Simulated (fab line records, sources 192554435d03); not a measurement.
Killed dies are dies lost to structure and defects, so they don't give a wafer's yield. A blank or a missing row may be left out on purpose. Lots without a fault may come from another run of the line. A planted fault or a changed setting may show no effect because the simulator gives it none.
fab line records | flow n5_finfet
record lots=9 wafers=25 last_day=17
route steps=1938 shown MOL_CONTACT_COAG@589 BEOL_M4@1111 PASSIVATION@1936
lots that met no fault: from a run of the same line without faults
start_h: hours from the record's first day to the start of the lot's first wafer shown | wait_h: hours since the lot's step before | " the same as in the row above | L1.1+2: a row that stands for several wafers | - no value, or no start given | * or withheld: withheld | < > ~ a bound
route shown NAME@n: a module of which the file shows steps, and the number in the route of the first | usual: mean/standard deviation of fault-free wafers | same: alike in all rows | chamber/n: place in a boat | sites: the reading at each site | _std_site: their standard deviation | _edge_site: outer sites' mean less inner sites' | radius_mm: how far each site lies from the wafer's centre | mask NAME#n: copy n | behind: the tool/chamber that last shaped the wafer | hold: why the lot was held/for how many hours/how that ended | device: the transistor (n, p or np) that didn't switch | end of line: the same wafers' tests at the end of the route | a step without rows: its recipe alone | killed: dies lost to structure and defects at the first sort, not the wafer's yield | map: a wafer's dies, x killed, . not, _ none there
set.NAME: the setting as run; set.NAME@STEP: as run at that earlier step | model.NAME: the simulator's own value behind a step, which no gauge read
steps of the route over a sample of lots; a table a step, a row a wafer
services: from which hour (start_h, from the record's first day; less than 0 if before it) a tool's chamber was out of use, for how many hours, and why
## steps
# step N5_MOL_CONTACT_COAG_STRIP_119
# recipe chemistry=N2/H2 time_s=30 power_w=1000 temp_c=250 pressure_mtorr=withheld n2_flow_sccm=1750 h2_flow_sccm=3250
# usual drypump_motor_current_A=5.40/0.16 heater_power_w=342/36 n2_flow_sccm=1750/5.3 temp_c=249.98/0.18
# columns lot.wafer tool chamber start_h wait_h drypump_motor_current_A heater_power_w n2_flow_sccm rf_hours_counter_h temp_c
L589.1 plasma_asher-02 0 102.19 0.1 5.52 382 1756 91 249.83
L589.3 " 0 " " 5.51 366 1750 - 250.06
L589.6 " 1 " " 5.30 298 1742 - 249.99
L591.1 plasma_asher-01 0 112.10 0.1 5.19 322 1749 44 249.83
L591.4 " 0 " " 5.20 322 1766 - 250.02
L591.6 " 1 " " 5.57 377 1744 - 250.09
L596.3 plasma_asher-01 1 144.82 0.1 5.60 384 1758 - 250.12
L596.5 " 1 " " 5.61 378 1755 - 250.10
L596.6 " 0 " " 5.18 317 1761 - 250.21
L602.1 plasma_asher-02 0 182.42 0.1 5.53 375 1743 106 250.15
L602.5 " 1 " " 5.28 296 1747 - 250.06
L602.6 " 0 " " 5.54 372 1747 - 249.87
L603.2 plasma_asher-02 1 185.94 0.1 5.27 295 1756 107 249.96
L603.5 " 1 " " 5.30 291 1745 - 250.02
L606.1 plasma_asher-01 1 199.99 0.1 5.56 376 1755 63 249.65
L606.2 " 0 " " 5.20 325 1760 63 250.07
L608.2 plasma_asher-01 0 211.25 0.1 5.17 328 1752 67 250.08
L608.5 " 0 " " 5.16 317 1743 - 250.02
L608.6 " 1 " " 5.59 363 1747 - 249.93
L609.3 plasma_asher-02 0 223.82 0.1 5.52 379 1745 - 250.05
L609.4 " 1 " " 5.29 295 1757 - 250.22
L609.5 " 0 " " 5.52 373 1746 - 250.07
L612.1 plasma_asher-01 1 236.60 0.1 5.59 387 1744 71 250.22
L612.2 " 0 " " 5.17 330 1744 71 249.75
L612.5 " 1 " " 5.57 373 1742 - 250.24
# step N5_MOL_CONTACT_COAG_ALD_133
# recipe material=SiO2 target_thk_a=50 temp_c=100 ald_precursor_family=BDEAS ald_co_reactant=O2-plasma pulse_time_s=1 co_reactant_pulse_time_s=1 purge_time_s=2 co_reactant_purge_time_s=2 ald_cycles=35 pressure_torr=2
# usual ald_cycles=35/0 heater_power_w=75/6.6 precursor_pulse_height_rel=1.001/0.02
# same co_reactant_pulse_time_s=1
# columns lot.wafer tool chamber start_h wait_h ald_cycles heater_power_w precursor_pulse_height_rel
L589.1 ald_sin-01 3 103.20 0.1 35 83 1.004
L589.3 " 0 " " 35 74 1.041
L589.6 " 3 " " 35 82 1.027
L591.1 ald_sin-01 2 112.84 0.1 35 81 0.990
L591.4 " 3 " " 35 81 1.031
L591.6 " 0 " " 35 74 1.009
L596.3 ald_sin-04 3 146.03 0.1 35 78 1.026
L596.5 " 3 " " 35 76 1.000
L596.6 " 2 " " 35 61 1.011
L602.1 ald_sin-04 1 183.65 0.6 32 77 0.988
L602.5 " 0 " " 35 64 0.985
L602.6 " 3 " " 35 79 0.997
L603.2 ald_sin-04 2 186.79 0.1 32 59 0.996
L603.5 " 2 " " 35 60 0.989
L606.1 ald_sin-04 3 200.72 0.1 32 76 1.023
L606.2 " 1 " " 32 75 1.005
L608.2 ald_sin-01 1 212.01 0.1 35 72 1.018
L608.5 " 2 " " 35 78 0.991
L608.6 " 1 " " 35 74 1.030
L609.3 ald_sin-01 2 224.83 0.3 35 80 1.007
L609.4 " 1 " " 35 74 1.006
L609.5 " 2 " " 35 80 0.996
L612.1 ald_sin-02 1 237.51 0.2 35 67 0.977
L612.2 " 2 " " 35 77 0.996
L612.5 " 3 " " 35 63 1.003
# step N5_MOL_CONTACT_COAG_VIA_ETCH_117
# recipe chemistry=C4F6/O2 target_depth_a=400 overetch_a=80 mask_material=SOC target=SiO2 bias_w=455 pressure_mtorr=10 time_s=26 source_w=325 Ar_flow_sccm=300 C4F6_flow_sccm=10 O2_flow_sccm=10 ion_energy_ev=575.3 ends=end_point
# usual drypump_motor_current_A=5.6/0.38 oes_ar_750_au=0.79/0.08 oes_f_703_au=0.79/0.078 oes_product_au=0.70/0.072 rf_vpp_V=1593/29 showerhead_plenum_p_Torr=2.82/0.079 throttle_valve_pct=40.98/0.28
# columns lot.wafer tool chamber start_h wait_h drypump_motor_current_A oes_ar_750_au oes_f_703_au oes_product_au rf_hours_counter_h rf_vpp_V showerhead_plenum_p_Torr throttle_valve_pct
L589.1 rie_diel-03 1 103.65 0.0 5.3 0.67 0.68 0.60 244 1636 2.90 41.14
L589.3 " 0 " " 6.1 0.84 0.86 0.74 72 1583 2.77 41.40
L589.6 " 3 " " 5.6 0.93 0.91 0.84 - 1599 2.79 41.00
L591.1 rie_diel-05 0 113.18 0.0 5.7 0.74 0.77 0.66 172 1538 2.83 41.11
L591.4 " 3 " " 5.2 0.68 0.68 0.60 245 1612 2.80 41.18
L591.6 " 3 " " 5.2 0.67 0.68 0.60 - 1611 2.80 41.18
L596.3 rie_diel-05 1 146.37 0.0 5.2 0.74 0.75 0.66 175 1583 2.83 40.81
L596.5 " 2 " " 5.6 0.75 0.74 0.67 - 1634 2.96 40.69
L596.6 " 1 " " 5.2 0.74 0.74 0.66 - 1585 2.83 40.81
L602.1 rie_diel-03 3 184.08 0.0 5.6 0.86 0.85 0.77 44 1600 2.78 41.02
L602.5 " 1 " " 5.3 0.96 0.97 0.85 - 1636 2.90 41.00
L602.6 " 2 " " 6.2 0.75 0.78 0.66 - 1581 2.72 40.88
L603.2 rie_diel-05 3 187.13 0.0 5.2 0.90 0.90 0.80 19 1610 2.79 41.47
L603.5 " 0 " " 5.7 0.73 0.75 0.64 - 1538 2.81 41.14
L606.1 rie_diel-05 0 201.05 0.0 5.7 0.73 0.74 0.64 199 1537 2.81 41.14
L606.2 " 3 " " 5.2 0.89 0.89 0.78 23 1610 2.79 41.47
L608.2 rie_diel-03 3 212.35 0.0 5.6 0.85 0.83 0.76 54 1597 2.77 41.03
L608.5 " 2 " " 6.2 0.75 0.77 0.65 - 1581 2.71 40.88
L608.6 " 1 " " 5.3 0.92 0.95 0.81 - 1635 2.89 40.99
L609.3 rie_diel-06 3 225.18 0.0 6.4 0.71 0.71 0.63 216 1585 2.71 40.62
L609.4 " 2 " " 5.6 0.92 0.92 0.83 - 1566 3.00 40.49
L609.5 " 3 " " 6.4 0.71 0.71 0.63 - 1584 2.71 40.64
L612.1 rie_diel-03 1 237.91 0.0 5.3 0.91 0.91 0.80 31 1634 2.89 41.01
L612.2 " 3 " " 5.6 0.84 0.82 0.76 64 1599 2.77 41.01
L612.5 " 2 " " 6.1 0.74 0.75 0.64 - 1581 2.71 40.89
# step N5_MOL_CONTACT_COAG_STRIP_49
# recipe chemistry=N2/H2 time_s=30 power_w=1000 temp_c=250 pressure_mtorr=withheld n2_flow_sccm=1750 h2_flow_sccm=3250
# usual drypump_motor_current_A=5.40/0.16 heater_power_w=342/36 n2_flow_sccm=1750/5 temp_c=250.01/0.19
# columns lot.wafer tool chamber start_h wait_h drypump_motor_current_A heater_power_w n2_flow_sccm rf_hours_counter_h temp_c
L589.1 plasma_asher-02 0 103.85 - 5.53 374 1743 91 250.28
L589.3 " 0 " " 5.52 378 1741 - 250.14
L589.6 " 0 " " 5.52 380 1741 - 249.96
L591.1 plasma_asher-01 1 113.38 - 5.57 380 1753 44 250.10
L591.4 " 1 " " 5.57 376 1749 - 250.23
L591.6 " 1 " " 5.58 362 1758 - 250.18
L596.3 plasma_asher-02 0 146.59 - 5.53 373 1750 - 249.95
L596.5 " 0 " " 5.52 375 1746 - 249.62
L596.6 " 1 " " 5.32 296 1742 - 250.22
L602.1 plasma_asher-02 1 184.28 - 5.31 289 1748 106 249.97
L602.5 " 1 " " 5.29 292 1756 - 249.81
L602.6 " 0 " " 5.53 376 1746 - 250.00
L603.2 plasma_asher-01 0 187.33 - 5.18 328 1752 60 249.67
L603.5 " 0 " " 5.18 327 1752 - 249.77
L606.1 plasma_asher-01 1 201.25 - 5.60 374 1747 63 250.28
L606.2 " 0 " " 5.15 323 1748 63 250.10
L608.2 plasma_asher-01 0 212.55 - 5.18 318 1752 68 249.87
L608.5 " 1 " " 5.56 371 1746 - 249.96
L608.6 " 0 " " 5.17 327 1754 - 250.11
L609.3 plasma_asher-01 0 225.40 - 5.16 324 1741 - 250.14
L609.4 " 1 " " 5.58 381 1751 - 250.30
L609.5 " 1 " " 5.57 378 1752 - 250.06
L612.1 plasma_asher-02 1 238.12 - 5.29 297 1756 115 250.34
L612.2 " 0 " " 5.52 391 1754 115 249.78
L612.5 " 1 " " 5.28 292 1750 - 249.90
# step N5_BEOL_M4_RC_MEAS_101
# usual DIBL_N=35.8/1.8 DIBL_P=35.6/2 IOFF_N=0.148/0.028 IOFF_P=0.20/0.034 ION_N=672/12 ION_P=462/8.5 SS_N=71.2/0.65 SS_P=73.1/0.67 VT_N=251/3.3 VT_P=-251/3.8
# columns lot.wafer tool chamber start_h wait_h DIBL_N[mV/V] DIBL_P[mV/V] IOFF_N[nA/um] IOFF_P[nA/um] ION_N[uA/um] ION_P[uA/um] SS_N[mV/dec] SS_P[mV/dec] VT_N[mV] VT_P[mV]
L589.1 prober-02 0 159.17 0.0 34.6 35.2 0.150 0.16 674 449 71.1 72.6 252 -258
L589.3 " 0 " " 32.9 34.3 0.119 0.15 660 454 70.7 72.5 253 -257
L589.6 " 0 " " 34.0 36.4 0.145 0.17 677 459 71.5 73.4 251 -255
L591.1 prober-01 0 168.26 0.0 35.3 35.9 0.161 0.22 685 471 71.8 73.3 252 -248
L591.4 " 0 " " 34.6 34.8 0.154 0.20 675 462 71.3 73.1 250 -248
L591.6 " 0 " " 35.5 35.3 0.159 0.22 682 471 72.4 72.5 252 -248
L596.3 prober-01 0 202.41 0.3 38.1 36.8 0.191 0.26 692 481 71.9 72.9 247 -244
L596.5 " 0 " " 37.8 36.6 0.178 0.26 686 475 71.9 73.2 247 -242
L596.6 " 0 " " 37.9 36.3 0.174 0.23 685 468 71.4 73.2 248 -246
L603.2 prober-01 0 244.85 0.2 34.9 35.3 0.141 0.21 672 466 71.2 72.7 251 -248
L603.5 " 0 " " 34.2 35.1 0.134 0.21 673 463 70.0 72.3 249 -251
L602.1 prober-02 0 247.13 0.0 39.7 38.6 0.244 0.31 677 467 73.2 74.3 245 -242
L602.5 " 0 " " 36.7 35.2 0.162 0.25 668 468 72.6 73.2 252 -243
L602.6 " 0 " " 38.2 37.0 0.192 0.27 669 459 72.4 74.0 248 -248
L606.1 prober-02 0 264.20 0.0 38.4 39.2 0.153 0.18 669 448 71.5 74.0 255 -254
L606.2 " 0 " " 32.6 32.9 0.076 0.12 626 430 70.0 71.7 266 -260
L608.2 prober-02 0 273.91 0.2 36.9 35.4 0.152 0.17 679 453 70.9 73.3 251 -255
L608.5 " 0 " " 36.9 36.1 0.153 0.18 675 451 71.9 72.9 252 -254
L608.6 " 0 " " 35.5 35.7 0.140 0.18 682 465 71.0 73.2 251 -252
L609.3 prober-02 0 283.24 0.3 36.4 33.2 0.145 0.16 671 454 71.8 73.0 253 -257
L609.4 " 0 " " 39.3 36.0 0.208 0.19 659 443 72.7 73.9 249 -253
L609.5 " 0 " " 37.4 35.8 0.170 0.20 685 459 71.3 73.8 249 -250
L612.1 prober-02 0 310.71 0.0 34.5 34.1 0.145 0.19 673 471 70.7 72.4 249 -249
L612.2 " 0 " " 35.1 35.6 0.163 0.21 687 470 70.5 72.9 246 -247
L612.5 " 0 " " 35.3 35.2 0.164 0.21 692 469 70.9 72.9 247 -247
# step N5_PASSIVATION_PROBE_49
# usual defect_limited_yield=91.3/1.5 killed_at_M0_to_M3=34/11 killed_at_M4_up=14/6.1 killed_at_contacts=12/5.9 killed_at_front_end=39/11 killed_at_other=4/3.3 killed_dies=102/18 killed_open=67/13 killed_short=33/7.9 sort_bin_5_function=5.1/1 sort_bin_6_memory=3.3/0.7 sort_bin_8_speed=0.1/0.69 sort_n_pass=1077/19 sort_yield_pct=91.3/1.6
# same gross_dies=1180 killed_at_back_side=0 sort_bin_4_leakage[%]=0
# columns lot.wafer tool chamber start_h wait_h defect_limited_yield[%] killed_at_M0_to_M3 killed_at_M4_up killed_at_contacts killed_at_front_end killed_at_other killed_dies killed_open killed_short sort_bin_5_function[%] sort_bin_6_memory[%] sort_bin_8_speed[%] sort_n_pass sort_yield_pct[%]
L603.2 prober-01 - 343.66 0.1 89.9 39 17 20 34 9 119 85 32 5.4 4.4 0 1061 89.9
L603.5 prober-01 - 343.81 0.2 90.7 45 18 12 25 10 110 73 35 5.0 3.9 0 1070 90.7
L602.1 prober-02 - 348.20 0.0 91.5 23 11 12 45 9 100 64 35 5.3 2.9 0 1080 91.5
L602.5 prober-02 - 348.40 0.2 93.8 36 7 5 20 5 73 46 27 3.9 1.9 0 1107 93.8
L602.6 prober-02 - 348.45 0.3 92.3 25 21 3 35 7 91 58 30 5.1 2.6 0 1089 92.3
L612.1 prober-01 - 404.19 0.0 90.3 35 14 13 53 0 115 86 27 6.0 3.7 0 1065 90.3
L612.2 prober-01 - 404.24 0.1 92.9 30 14 10 28 2 84 55 24 4.4 2.6 0 1096 92.9
L612.5 prober-01 - 404.39 0.2 90.8 41 5 9 52 1 108 65 41 5.0 3.8 0 1072 90.8
# killed by level:class
L603.2 MOL_CONTACT_COAG:geometric_particle:open=16 BEOL_M3:geometric_particle:open=14 FIN_SAQP:geometric_particle:open=9 BEOL_M0_SAQP:geometric_particle:short=8 STI_FIN_REVEAL:geometric_particle:open=7 BEOL_M4:geometric_particle:open=7 BEOL_M0_SAQP:geometric_particle:open=6 DUMMY_GATE:geometric_particle:open=4
L603.5 BEOL_M0_SAQP:geometric_particle:open=14 BEOL_M4:geometric_particle:open=12 BEOL_M0_SAQP:geometric_particle:short=10 MOL_CONTACT_COAG:geometric_particle:open=9 BEOL_M3:geometric_particle:open=9 FIN_SAQP:geometric_particle:short=7 BEOL_M2:geometric_particle:open=6 GATE_CUT:geometric_particle:open=5
L602.1 STI_FIN_REVEAL:geometric_particle:open=11 MOL_CONTACT_COAG:geometric_particle:open=9 FIN_SAQP:geometric_particle:short=8 BEOL_M4:geometric_particle:open=7 GATE_CUT:geometric_particle:short=6 BEOL_M0_SAQP:geometric_particle:short=6 STARTING-WAFER:geometric_particle:open=6 FIN_SAQP:geometric_particle:open=5
L602.5 BEOL_M3:geometric_particle:open=10 BEOL_M1:geometric_particle:open=7 GATE_CUT:geometric_particle:short=5 BEOL_M2:geometric_particle:open=5 MOL_CONTACT_COAG:geometric_particle:open=4 BEOL_M0_SAQP:geometric_particle:short=4 BEOL_M3:geometric_particle:short=4 STI_FIN_REVEAL:geometric_particle:open=3
L602.6 FIN_SAQP:geometric_particle:open=7 STI_FIN_REVEAL:geometric_particle:open=7 BEOL_M0_SAQP:geometric_particle:open=6 BEOL_M1:geometric_particle:open=6 BEOL_M4:geometric_particle:short=6 BEOL_M2:geometric_particle:open=5 BEOL_M4:geometric_particle:open=5 FIN_SAQP:geometric_particle:short=4
L612.1 STI_FIN_REVEAL:geometric_particle:open=21 BEOL_M3:geometric_particle:open=12 MOL_CONTACT_COAG:geometric_particle:open=11 ILD0:geometric_particle:short=8 BEOL_M1:geometric_particle:open=8 BEOL_M2:geometric_particle:open=6 FIN_SAQP:geometric_particle:open=5 BEOL_M0_SAQP:geometric_particle:open=5
L612.2 BEOL_M3:geometric_particle:open=11 STI_FIN_REVEAL:geometric_particle:open=9 MOL_CONTACT_COAG:geometric_particle:open=8 BEOL_M0_SAQP:geometric_particle:open=4 BEOL_M0_SAQP:geometric_particle:short=4 BEOL_M4:geometric_particle:open=4 FIN_SAQP:geometric_particle:open=3 FIN_SAQP:geometric_particle:short=3
L612.5 STI_FIN_REVEAL:geometric_particle:open=14 BEOL_M3:geometric_particle:open=11 FIN_SAQP:geometric_particle:short=8 GATE_CUT:geometric_particle:short=8 BEOL_M0_SAQP:geometric_particle:short=8 BEOL_M0_SAQP:geometric_particle:open=6 FIN_SAQP:geometric_particle:open=5 MOL_CONTACT_COAG:geometric_particle:open=5
## services
# columns tool chamber start_h hours kind
plasma_asher-02 - 85.76 3.6 repair
rie_diel-06 3 94.68 12.9 repair
rie_diel-03 1 121.14 - clean
rie_diel-03 1 121.14 - consumable_replace:focus_ring
rie_diel-03 1 121.14 33.9 scheduled_down
rie_diel-03 1 121.14 33.9 vent_cycle
rie_diel-05 3 128.67 - clean
rie_diel-05 3 128.67 - consumable_replace:focus_ring
rie_diel-05 3 128.67 11.6 scheduled_down
rie_diel-05 3 128.67 11.6 vent_cycle
ald_sin-02 0 151.45 4.1 repair
rie_diel-06 2 158.01 - clean
rie_diel-06 2 158.01 - consumable_replace:focus_ring
rie_diel-06 2 158.01 - consumable_replace:showerhead
rie_diel-06 2 158.01 24.5 scheduled_down
rie_diel-05 2 169.34 16.3 repair
rie_diel-05 0 170.33 5.8 repair
ald_sin-02 1 171.39 20.0 repair
ald_sin-01 1 173.81 11.8 repair
ald_sin-02 - 177.03 14.0 pm
plasma_asher-02 - 195.77 10.0 pm
plasma_asher-01 - 218.64 0.6 repair
rie_diel-03 0 223.19 7.0 repair
ald_sin-01 - 237.60 6.0 pm
## key
first_sign step=N5_MOL_CONTACT_COAG_ALD_133 reading=ald_cycles direction=down sigmas=99+ usual=* struck=*
effect none on later readings
met_at N5_MOL_CONTACT_COAG_ALD_133
struck_lots L602,L603,L606
struck_wafers L602.1,L603.2,L606.1,L606.2
not_acting_at N5_MOL_CONTACT_COAG_STRIP_119,N5_MOL_CONTACT_COAG_VIA_ETCH_117,N5_MOL_CONTACT_COAG_STRIP_49
onset_between 146.03 183.65
fault kind=process_parameter_drift tool=ald_sin-04 chamber=- onset_h=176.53 steps=N5_MOL_CONTACT_COAG_ALD_133 channel=ald_cycles offset=* shape=step end_h=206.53 scope=struck_wafers_only acts_in=* stated=*
